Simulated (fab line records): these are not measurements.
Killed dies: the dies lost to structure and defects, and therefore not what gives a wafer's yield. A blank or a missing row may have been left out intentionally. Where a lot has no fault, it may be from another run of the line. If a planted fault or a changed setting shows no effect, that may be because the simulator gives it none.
Matching of chambers / flow n5Finfet / rieDiel-05 running N5_BEOL_M12_ETCH_68: 4 sister chambers
The step etches SOC in N2/H2, time 285 s. 14 wafers are shown with their chamber, then 7 later ones without.

== WAFERS WITH THEIR CHAMBER ==
wafer=L077.4; chamber=1; showerheadPlenumPTorr (Torr)=2.46; drypumpMotorCurrentA (A)=5.9; throttleValvePct (%)=17.80
wafer=L077.5; chamber=1; showerheadPlenumPTorr (Torr)=2.46; drypumpMotorCurrentA (A)=5.9; throttleValvePct (%)=17.81
wafer=L077.6; chamber=2; showerheadPlenumPTorr (Torr)=2.46; drypumpMotorCurrentA (A)=5.8; throttleValvePct (%)=17.83
wafer=L082.1; chamber=1; showerheadPlenumPTorr (Torr)=2.45; drypumpMotorCurrentA (A)=5.9; throttleValvePct (%)=17.82
wafer=L082.2; chamber=0; showerheadPlenumPTorr (Torr)=2.57; drypumpMotorCurrentA (A)=5.7; throttleValvePct (%)=17.59
wafer=L082.6; chamber=3; showerheadPlenumPTorr (Torr)=2.61; drypumpMotorCurrentA (A)=6.3; throttleValvePct (%)=17.71
wafer=L083.4; chamber=0; showerheadPlenumPTorr (Torr)=2.57; drypumpMotorCurrentA (A)=5.7; throttleValvePct (%)=17.60
wafer=L083.5; chamber=0; showerheadPlenumPTorr (Torr)=2.57; drypumpMotorCurrentA (A)=5.8; throttleValvePct (%)=17.63
wafer=L083.6; chamber=1; showerheadPlenumPTorr (Torr)=2.45; drypumpMotorCurrentA (A)=5.9; throttleValvePct (%)=17.84
wafer=L086.1; chamber=2; showerheadPlenumPTorr (Torr)=2.46; drypumpMotorCurrentA (A)=5.8; throttleValvePct (%)=17.85
wafer=L086.4; chamber=3; showerheadPlenumPTorr (Torr)=2.61; drypumpMotorCurrentA (A)=6.3; throttleValvePct (%)=17.74
wafer=L086.6; chamber=1; showerheadPlenumPTorr (Torr)=2.45; drypumpMotorCurrentA (A)=5.9; throttleValvePct (%)=17.86
wafer=L088.1; chamber=3; showerheadPlenumPTorr (Torr)=2.61; drypumpMotorCurrentA (A)=6.3; throttleValvePct (%)=17.72
wafer=L088.3; chamber=2; showerheadPlenumPTorr (Torr)=2.45; drypumpMotorCurrentA (A)=5.8; throttleValvePct (%)=17.87

SIGNATURES (averages over the wafers above)
reading=showerheadPlenumPTorr; chamber 0=2.5700; chamber 1=2.4540; chamber 2=2.4567; chamber 3=2.6100; scatter within a chamber=0.00432
reading=drypumpMotorCurrentA; chamber 0=5.733; chamber 1=5.900; chamber 2=5.800; chamber 3=6.300; scatter within a chamber=0.0258
reading=throttleValvePct; chamber 0=17.6067; chamber 1=17.8260; chamber 2=17.8500; chamber 3=17.7233; scatter within a chamber=0.0211
Rule: for each reading, subtract the chamber's mean from the wafer's reading, divide by that reading's scatter and square the result; add these up over the readings and take the root, which gives the wafer's distance from the chamber. If the next closest chamber is less than 2 further off than the closest, the wafer can't be placed; otherwise it belongs to the closest. The scatter: take each reading less its chamber's mean, square it, sum over the shown wafers, divide by the number of wafers less the number of chambers, and take the root.

== WAFERS WITHOUT THEIR CHAMBER ==
wafer=L088.4; showerheadPlenumPTorr (Torr)=2.45; drypumpMotorCurrentA (A)=5.9; throttleValvePct (%)=17.86
wafer=L093.1; showerheadPlenumPTorr (Torr)=2.44; drypumpMotorCurrentA (A)=5.9; throttleValvePct (%)=17.86
wafer=L093.4; showerheadPlenumPTorr (Torr)=2.56; drypumpMotorCurrentA (A)=5.8; throttleValvePct (%)=17.63
wafer=L093.6; showerheadPlenumPTorr (Torr)=2.60; drypumpMotorCurrentA (A)=6.2; throttleValvePct (%)=17.75
wafer=L094.2; showerheadPlenumPTorr (Torr)=2.44; drypumpMotorCurrentA (A)=5.9; throttleValvePct (%)=17.88
wafer=L094.3; showerheadPlenumPTorr (Torr)=2.60; drypumpMotorCurrentA (A)=6.3; throttleValvePct (%)=17.76
wafer=L094.6; showerheadPlenumPTorr (Torr)=2.45; drypumpMotorCurrentA (A)=5.8; throttleValvePct (%)=17.90

== WHICH CHAMBER EACH WENT THROUGH ==
wafer=L088.4; from the rows above=1; in truth=1
wafer=L093.1; from the rows above=can't be placed: 1 or 2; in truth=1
wafer=L093.4; from the rows above=0; in truth=0
wafer=L093.6; from the rows above=3; in truth=3
wafer=L094.2; from the rows above=can't be placed: 1 or 2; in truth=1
wafer=L094.3; from the rows above=3; in truth=3
wafer=L094.6; from the rows above=2; in truth=2
Placed correctly: 5 of 7. Can't be placed from these rows: 2 (the true chamber is among the candidates in 2). Wrongly placed: 0.
